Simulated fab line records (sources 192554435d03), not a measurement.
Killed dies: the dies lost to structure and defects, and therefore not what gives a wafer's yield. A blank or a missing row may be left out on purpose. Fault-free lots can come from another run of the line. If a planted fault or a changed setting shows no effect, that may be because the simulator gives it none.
A single fault, viewed from 3 desks	flow n5Finfet	every desk sees just its own numbers, and what lay behind them comes last

## THE TOOL OWNER'S DESK: lithoTrack-04
The tool's own readings at N5_BEOL_M12_COAT_22 (resist thk 300 nm): means of the sampled wafers that have a number, for each lot that ran on this tool. If a lot's mean is further than 4 standard deviations from the usual mean, the lot is out of limits and carries the mark OUT (the distance appears in the brackets).
Columns: A = exhaustPa at N5_BEOL_M12_COAT_22, usual 44.9 Pa; B = spinSpeedRpm at N5_BEOL_M12_COAT_22, usual 2888.0 rpm
lot	first seen here	A	B
L577	day 11 12:53	45.2	2888.9
L579	day 11 19:55	45.3	2886.4
L584	day 12 22:23	45.5	2887.8
L586	day 13 16:17	46.6	3035.9 (+74) OUT
L588	day 13 20:41	45.2	3035.9 (+74) OUT
This desk's finding: out of limits on L586, L588; first on L586, day 13 16:17 (spinSpeedRpm at N5_BEOL_M12_COAT_22). In limits: L577, L579, L584.

## THE METROLOGY DESK
What the gauges read for every lot (on any tool): the sampled wafers with a number, averaged. If a lot's mean is further than 4 standard deviations from the usual mean, the lot is out of limits and carries the mark OUT (the distance appears in the brackets).
Columns: A = M12_OVL at N5_BEOL_M12_OVL_MEAS_29, usual -2 nm
lot	first seen here	A
L577	day 11 13:19	-2
L579	day 11 20:22	-3
L580	day 11 22:59	7
L582	day 12 01:45	-8
L584	day 12 22:50	-9
L586	day 13 16:37	-1
L588	day 13 21:00	0
L587	day 13 21:43	2
L589	day 14 12:22	7
L596	day 16 10:16	2
L597	day 16 10:26	-7
This desk's finding: nothing out of limits on any of the 11 lots.

## THE DEFECT DESK
What the inspections along the route counted, lot by lot: means of the sampled wafers that have a number. If a lot's mean is further than 4 standard deviations from the usual mean, the lot is out of limits and carries the mark OUT (the distance appears in the brackets).
Columns: A = rawDefectCount at N5_BEOL_M12_INSPECT_12, usual 2.2
lot	first seen here	A
L577	day 11 12:19	2.0
L579	day 11 19:17	2.7
L580	day 11 22:07	1.7
L582	day 12 00:51	2.3
L584	day 12 21:49	2.7
L586	day 13 15:43	3.0
L588	day 13 19:58	2.0
L587	day 13 20:29	2.7
L589	day 14 11:29	3.0
L596	day 16 09:23	1.3
L597	day 16 09:32	1.0
This desk's finding: nothing out of limits on any of the 11 lots.

## ALL TOGETHER
At day 13 16:17, on L586, L588, the tool owner's desk was in a position to raise an alarm.
Nothing out of limits was seen by the metrology desk.
Nothing out of limits was seen by the defect desk.
The metrology desk holds a record of L586, L588, inside its limits.
The defect desk has L586, L588 on record, within its limits.
N5_BEOL_M12_COAT_22 was run on lithoTrack-04 by each of the lots named.

## WHAT HAD BEEN PUT IN BY THE SIMULATOR
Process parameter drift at N5_BEOL_M12_COAT_22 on lithoTrack-04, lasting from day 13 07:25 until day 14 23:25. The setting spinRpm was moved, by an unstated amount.
Shown lots that were struck: L586, L588.
Each desk's first reading out of limits, in hours after the fault started: the tool owner's desk, 9.
